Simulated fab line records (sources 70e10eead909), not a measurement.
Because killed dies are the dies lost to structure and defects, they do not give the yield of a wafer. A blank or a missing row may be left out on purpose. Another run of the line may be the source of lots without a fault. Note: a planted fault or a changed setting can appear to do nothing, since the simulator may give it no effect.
Comparing a struck lot with a sound one + flow nand_harc + 15 out of 1159 route steps
Sound: wafers L766.2, L766.4, L766.5. Struck: wafer L780.5 (L780.2, L780.3, from the same lot, were not struck and are left out); the cause is given at the end.
For every step that has rows: the tool of each side, followed by ch and its chambers, followed by its first start. Under that, the readings that differ: sound wafers + struck wafers + difference of the means + sigmas: that difference in standard deviations of wafers without a fault.
alike: readings with means less than 2 such deviations apart, plus words and numbers identical on both sides. not compared: withheld readings, readings lacking a value on some wafer, bounds such as >300 that could conceal the same value, and numbers that have no deviation in the record and whose values overlap.
A row with sigmas, a row that says differs or no value, or rows on one side alone: a step with any of these is where the two part. Non-overlapping numbers with no deviation appear without sigmas and do not part them. Lack of a reading on every wafer of one side parts them only where that side has two or more wafers.

NHARC_P_M2_ETCH_35: etches the open film in N2/H2, target depth 40 nm, overetch 12 nm, time 43.94 s.
  sound on rie_diel-09 ch 0,3, day 6 20:46; struck on rie_diel-12 ch 3, day 10 03:41
  alike: drypump_motor_current_A, oes_product_au, rf_vpp_V, showerhead_plenum_p_Torr, throttle_valve_pct
  not compared: rf_hours_counter_h
NHARC_P_M2_ETCH_15: etches the open film in C4F8/Ar, target depth 182.5 nm, time 91.2 s.
  sound: rie_diel-09 ch 0,1,3; struck: rie_diel-12 ch 1
  alike: oes_product_au, rf_vpp_V
  not compared: rf_hours_counter_h
NHARC_P_M2_CD_MEAS_16:
  sound on cd_sem-01, day 6 20:59; struck on cd_sem-01, day 10 03:54
  alike: cd_nm
NHARC_P_M2_STRIP_18: strips in N2/H2.
  sound on rie_diel-12 ch 0,2,3, day 6 21:06; struck on rie_diel-08 ch 3, day 10 04:02
  alike: drypump_motor_current_A, oes_product_au, rf_vpp_V, showerhead_plenum_p_Torr, throttle_valve_pct
  not compared: rf_hours_counter_h
then, 3 steps without rows for these wafers: NHARC_P_M2_ETCH_28 (etches the open film in CF4/N2, target depth 30 nm, time 72.99 s); NHARC_P_M2_STRIP_19 (strips in post etch residue remover, time 600 s); NHARC_P_M2_DEGAS_29 (time 60 s).
NHARC_P_M2_PRE_CLEAN_30: time 30 s.
  sound on pvd_sputter-01; struck on pvd_sputter-01
  alike: heater_power_w
then, 3 steps without rows for these wafers: NHARC_P_M2_PVD_20 (deposits TaN, target thk 5 nm, time 8.06 s); NHARC_P_M2_PVD_21 (deposits Cu, target thk 30 nm, time 20.49 s); NHARC_P_M2_ECD_22 (material Cu, target thk 400 nm).
NHARC_P_M2_ANNEAL_31: time 90 s.
  sound on rtp_anneal-01 ch 0, day 6 22:38; struck on rtp_anneal-01 ch 0, day 10 05:27
  alike: anneal_temp_c_max, wafer_temp_C_max
NHARC_P_M2_CMP_23: polishes, t overpolish 20 s, target thk 144.3 nm.
  sound on cmp-01 ch 2,3, day 6 22:55; struck on cmp-01 ch 1, day 10 05:48
| reading                | sound          | struck | difference | sigmas |
|------------------------|----------------|--------|------------|--------|
| time_to_endpoint_s (s) | 28.3 28.7 27.8 | 16.7   | -11.6      | -5     |
  alike: motor_current_A
NHARC_P_M2_THK_MEAS_24: measures by xrf.
  sound on film_metro-02, day 6 23:14; struck on film_metro-02, day 10 06:04
| reading     | sound             | struck | difference | sigmas |
|-------------|-------------------|--------|------------|--------|
| thk_nm (nm) | 145.6 143.8 145.7 | 138.0  | -7.0       | -5     |
after that, 1 step had no rows for these wafers: NHARC_P_M2_SRD_25.

## WHERE THEY PART
Last at NHARC_P_M2_THK_MEAS_24 as far as this record goes, first at NHARC_P_M2_CMP_23.

WHY: what had been put in by the simulator
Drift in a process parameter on cmp-01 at NHARC_P_M2_CMP_23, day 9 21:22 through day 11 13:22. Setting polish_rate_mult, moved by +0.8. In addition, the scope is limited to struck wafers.
